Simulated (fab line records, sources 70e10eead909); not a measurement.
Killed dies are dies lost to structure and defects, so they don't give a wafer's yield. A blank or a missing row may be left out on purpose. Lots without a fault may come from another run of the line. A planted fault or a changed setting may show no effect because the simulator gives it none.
Chamber matching | flow nand_harc | NHARC_A_CONTACT_DESCUM_13 on rie_diel-02: 4 sister chambers
The step chemistry O2, time 3 s. 29 wafers are shown with their chamber, then 12 later ones without.

WAFERS WITH THEIR CHAMBER
wafer  | chamber | drypump_motor_current_A (A) | showerhead_plenum_p_Torr (Torr) | oes_product_au (a.u.)
L075.1 | 2       | 5.9                         | 1.83                            | 1.013
L075.2 | 0       | 5.5                         | 1.97                            | 0.977
L075.6 | 2       | 5.9                         | 1.83                            | 1.002
L076.1 | 1       | 5.2                         | 1.91                            | 1.009
L076.2 | 2       | 5.9                         | 1.83                            | 1.009
L076.6 | 2       | 5.9                         | 1.83                            | 1.001
L076.3 | 0       | 5.6                         | 1.97                            | 0.980
L076.4 | 3       | 5.5                         | 2.00                            | 1.011
L076.5 | 1       | 5.2                         | 1.91                            | 1.004
L077.1 | 2       | 5.9                         | 1.83                            | 1.005
L077.2 | 3       | 5.5                         | 2.00                            | 1.020
L077.4 | 1       | 5.2                         | 1.91                            | 1.008
L078.2 | 0       | 5.5                         | 1.97                            | 0.993
L078.6 | 1       | 5.2                         | 1.91                            | 1.008
L082.1 | 0       | 5.5                         | 1.97                            | 0.973
L082.4 | 1       | 5.2                         | 1.90                            | 1.012
L082.5 | 1       | 5.2                         | 1.90                            | 1.002
L083.1 | 0       | 5.5                         | 1.97                            | 0.988
L083.3 | 1       | 5.2                         | 1.90                            | 1.006
L083.5 | 2       | 5.9                         | 1.82                            | 0.989
L086.2 | 3       | 5.5                         | 2.00                            | 0.998
L086.4 | 1       | 5.2                         | 1.90                            | 1.019
L086.5 | 2       | 5.9                         | 1.82                            | 0.979
L088.1 | 3       | 5.5                         | 2.00                            | 1.006
L088.3 | 1       | 5.2                         | 1.90                            | 1.010
L088.4 | 2       | 5.9                         | 1.82                            | 0.990
L089.2 | 0       | 5.5                         | 1.96                            | 0.972
L089.3 | 2       | 5.9                         | 1.82                            | 0.978
L089.4 | 1       | 5.2                         | 1.90                            | 1.003

SIGNATURES (means of the wafers above)
reading                  | chamber 0 | chamber 1 | chamber 2 | chamber 3 | scatter within a chamber
drypump_motor_current_A  | 5.517     | 5.200     | 5.900     | 5.500     | 0.0183
showerhead_plenum_p_Torr | 1.9683    | 1.9040    | 1.8256    | 2.0000    | 0.00467
oes_product_au           | 0.98050   | 1.00810   | 0.99622   | 1.00875   | 0.00923
Rule: a wafer's distance from a chamber is the root of the sum, over the readings, of the square of ((its reading less the chamber's mean) divided by the reading's scatter). The wafer belongs to the nearest chamber; if the next one is less than 2 further off, it can't be placed. The scatter: the root of (the sum of the squares of (reading less its chamber's mean) over the shown wafers, divided by (wafers less chambers)).

WAFERS WITHOUT THEIR CHAMBER
wafer  | drypump_motor_current_A (A) | showerhead_plenum_p_Torr (Torr) | oes_product_au (a.u.)
L089.1 | 5.5                         | 2.00                            | 0.994
L089.5 | 5.2                         | 1.90                            | 0.999
L089.6 | 5.5                         | 1.96                            | 0.976
L092.1 | 5.5                         | 2.00                            | 1.003
L092.3 | 5.2                         | 1.90                            | 1.010
L092.5 | 5.2                         | 1.90                            | 1.011
L095.2 | 5.5                         | 1.96                            | 0.965
L095.3 | 5.2                         | 1.90                            | 0.994
L095.5 | 5.2                         | 1.90                            | 0.999
L095.1 | 5.5                         | 2.00                            | 0.998
L095.4 | 5.9                         | 1.82                            | 0.975
L095.6 | 5.5                         | 1.96                            | 0.984

WHICH CHAMBER EACH WENT THROUGH
wafer  | from the rows above | in truth
L089.1 | 3                   | 3
L089.5 | 1                   | 1
L089.6 | 0                   | 0
L092.1 | 3                   | 3
L092.3 | 1                   | 1
L092.5 | 1                   | 1
L095.2 | 0                   | 0
L095.3 | 1                   | 1
L095.5 | 1                   | 1
L095.1 | 3                   | 3
L095.4 | 2                   | 2
L095.6 | 0                   | 0
Placed correctly: 12 of 12. Can't be placed from these rows: 0. Placed wrongly: 0.
